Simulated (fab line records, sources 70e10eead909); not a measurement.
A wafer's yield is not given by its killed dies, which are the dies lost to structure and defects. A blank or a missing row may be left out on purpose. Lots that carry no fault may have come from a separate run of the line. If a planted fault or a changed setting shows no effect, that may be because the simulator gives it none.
2 desks looking at one fault + flow nand_harc + each desk holds nothing but its own numbers, with what lay behind them at the end

AT THE METROLOGY DESK
What the gauges read, lot by lot, whatever tool the lot ran on: means of the sampled wafers that have a number. A lot is out of limits, marked OUT, if its mean lies more than 4 standard deviations from the usual mean; the brackets give that distance.
Columns: A = overlay_x_nm at NHARC_A_CONTACT_OVL_MEAS_43, usual 0.2 nm; B = overlay_y_nm at NHARC_A_CONTACT_OVL_MEAS_43, usual 0.0 nm
| lot  | first seen here | A    | B    |
|------|-----------------|------|------|
| L239 | day 16 04:50    | 0.1  | -0.5 |
| L240 | day 16 18:04    | 0.5  | -0.4 |
| L241 | day 16 20:16    | 0.4  | -1.3 |
| L243 | day 17 01:27    | -1.1 | 0.1  |
| L245 | day 17 18:38    | -0.6 | -0.5 |
| L244 | day 17 20:50    | 0.3  | -0.1 |
| L247 | day 18 21:01    | 0.3  | 0.3  |
| L251 | day 19 18:28    | 1.5  | 0.1  |
| L253 | day 20 08:45    | -1.0 | 1.3  |
| L259 | day 21 11:33    | -1.1 | 0.9  |
| L258 | day 21 13:44    | 1.5  | 0.3  |
| L260 | day 21 16:51    | -1.2 | -1.0 |
Finding of this desk: none of the 12 lots has anything out of limits.

AT THE TOOL OWNER'S DESK: rie_diel-01
The tool's own readings at NHARC_A_CONTACT_ETCH_51 (etches the open film in O2/COS, target depth 3600 nm, time 936 s): means of the sampled wafers that have a number, for each lot that ran on this tool. A lot is out of limits, marked OUT, if its mean lies more than 4 standard deviations from the usual mean; the brackets give that distance.
Columns: A = bias_w at NHARC_A_CONTACT_ETCH_51, usual 300.2 W; B = drypump_motor_current_A at NHARC_A_CONTACT_ETCH_51, usual 5.9 A; C = o2_flow_sccm at NHARC_A_CONTACT_ETCH_51, usual 400.1 sccm; D = oes_product_au at NHARC_A_CONTACT_ETCH_51, usual 1.000 a.u.; E = rf_vpp_V at NHARC_A_CONTACT_ETCH_51, usual 314.2 V; F = showerhead_plenum_p_Torr at NHARC_A_CONTACT_ETCH_51, usual 3.13 Torr; G = throttle_valve_pct at NHARC_A_CONTACT_ETCH_51, usual 28.330 %
| lot  | first seen here | A     | B   | C     | D                | E     | F    | G      |
|------|-----------------|-------|-----|-------|------------------|-------|------|--------|
| L240 | day 16 18:56    | 299.6 | 5.8 | 400.8 | 0.999            | 314.7 | 3.12 | 28.334 |
| L245 | day 17 19:24    | 299.9 | 5.9 | 398.9 | 0.995            | 314.2 | 3.10 | 28.325 |
| L244 | day 17 21:34    | 299.9 | 5.8 | 399.9 | 1.008            | 314.2 | 3.12 | 28.323 |
| L253 | day 20 09:27    | 300.6 | 5.4 | 399.9 | 0.938 (-6.6) OUT | 313.7 | 3.11 | 28.334 |
This desk's finding: out of limits on L253; first on L253, day 20 09:27 (oes_product_au at NHARC_A_CONTACT_ETCH_51). L240, L245, L244 stayed within limits.

ALL TOGETHER
An alarm could have come from the tool owner's desk at day 20 09:27, on L253.
Metrology desk: nothing out of limits seen.
The metrology desk holds a record of L253, inside its limits.
Every lot named ran NHARC_A_CONTACT_ETCH_51 on rie_diel-01.

WHAT THE SIMULATOR PUT IN
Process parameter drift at NHARC_A_CONTACT_ETCH_51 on rie_diel-01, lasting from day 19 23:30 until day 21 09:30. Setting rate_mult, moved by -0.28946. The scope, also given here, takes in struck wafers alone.
Lots struck among those shown: L253.
Hours from the fault's start to each desk's first reading out of limits: the tool owner's desk, 10.
